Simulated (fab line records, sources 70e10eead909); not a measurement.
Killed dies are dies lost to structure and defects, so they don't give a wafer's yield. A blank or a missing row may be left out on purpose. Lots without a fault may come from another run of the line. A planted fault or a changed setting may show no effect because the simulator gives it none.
A struck lot beside a sound one | flow nand_harc | 19 steps out of a route of 1302
Sound: wafers L765.1, L765.2, L765.6. Struck: wafers L781.3, L781.4, L781.6. The cause comes at the end.
At each step with rows: each side's tool, then ch and its chambers, then its first start. Under that, the readings that differ: sound wafers | struck wafers | difference of the means | sigmas: that difference in standard deviations of wafers without a fault.
alike: readings whose means differ by less than 2 such deviations, and words and numbers that are the same on both sides. not compared: withheld readings, readings that some wafer has no value for, bounds like >300 that may hide the same value, and numbers for which the record gives no deviation and whose values overlap.
The two part at a step that has a row with sigmas, a row that says differs or no value, or rows on one side only. Numbers that don't overlap but have no deviation are shown without sigmas and don't part them. A reading that every wafer of one side lacks parts them only if that side has two wafers or more.

NHARC_P_GATE_ALD_36: deposits SiNx, target thk 20 nm, pulse time 60 s, ald cycles 223.
  sound on ald_sin-04 ch 0,2, day 6 11:44; struck on ald_sin-02 ch 0,1,3, day 12 21:10
  reading            | sound       | struck      | difference | sigmas
  heater_power_w (W) | 743 764 746 | 911 837 874 | +123       | +2
  alike: precursor_pulse_height_rel
  not compared: since_wet_clean_h
NHARC_P_GATE_ETCHBACK_37: etches the open film in CHF3/O2, target depth 34.5 nm, time 17.2 s.
  sound on rie_diel-03 ch 0,3; struck on rie_diel-03 ch 0,2,3
  reading               | sound          | struck         | difference | sigmas
  oes_product_au (a.u.) | 0.99 0.99 0.98 | 0.91 0.91 0.91 | -0.08      | -2
  alike: drypump_motor_current_A, rf_vpp_V, showerhead_plenum_p_Torr, throttle_valve_pct
  not compared: rf_hours_counter_h
NHARC_P_GATE_STRIP_101: strips in O2, time 20 s.
  sound on rie_diel-03 ch 0,1,2, day 6 20:13; struck on rie_diel-03 ch 0,1, day 13 06:40
  alike: drypump_motor_current_A, oes_product_au, rf_vpp_V, showerhead_plenum_p_Torr, throttle_valve_pct
  not compared: rf_hours_counter_h
then, 9 steps without rows for these wafers: NHARC_P_GATE_PRECLEAN_97 (cleans in SPM, time 600 s); NHARC_P_GATE_SRD_98; NHARC_P_GATE_PRECLEAN_99 (cleans in SC1); NHARC_P_GATE_SRD_100; NHARC_P_GATE_DEHYDRATE_38 (time 120 s); NHARC_P_GATE_HMDS_39 (time 30 s); NHARC_P_GATE_COAT_40; NHARC_P_GATE_SOFTBAKE_41 (time 95 s); NHARC_P_GATE_EBR_42.
NHARC_P_GATE_EXPOSE_43: exposes mask P NSD, target cd 720 nm.
  sound on krf_scanner-03 ch 0, day 6 20:52; struck on krf_scanner-01 ch 0, day 13 07:26
  reading              | sound                | struck               | difference | sigmas
  exposure_dose_mJ_cm2 | 14.839 14.828 14.831 | 16.853 16.853 16.860 | +2.023     | +99 or more
  alike: mask
then, 2 steps without rows for these wafers: NHARC_P_GATE_PEB_44 (peb time 85 s); NHARC_P_GATE_DEVELOP_45 (time 70 s).
NHARC_P_GATE_CD_MEAS_46: target cd 720 nm.
  sound on cd_sem-03 ch 0, day 6 21:01; struck on cd_sem-01 ch 0, day 13 07:35
  reading    | sound             | struck            | difference | sigmas
  cd_nm (nm) | 717.9 717.5 720.8 | 738.0 739.9 741.0 | +20.9      | +12
then, 1 step without rows for these wafers: NHARC_P_GATE_HARDBAKE_47 (time 80 s).
NHARC_P_GATE_DESCUM_48: chemistry O2, time 3 s.
  sound on rie_diel-06 ch 0,1,3, day 6 21:11; struck on rie_diel-03 ch 0,2,3, day 13 07:46
  reading                 | sound             | struck            | difference | sigmas
  model.P_GATE.cd_nm (nm) | 717.9 717.9 720.3 | 738.3 739.6 740.9 | +20.9      |
  alike: drypump_motor_current_A, oes_product_au, rf_vpp_V, showerhead_plenum_p_Torr, throttle_valve_pct
  not compared: rf_hours_counter_h
then, 1 step without rows for these wafers: NHARC_P_GATE_IMPLANT_49.

WHERE THEY PART
First at NHARC_P_GATE_ALD_36; last, within this record, at NHARC_P_GATE_CD_MEAS_46. Later steps at which nothing parts them and some readings are alike: NHARC_P_GATE_DESCUM_48.

WHY: what the simulator had put in
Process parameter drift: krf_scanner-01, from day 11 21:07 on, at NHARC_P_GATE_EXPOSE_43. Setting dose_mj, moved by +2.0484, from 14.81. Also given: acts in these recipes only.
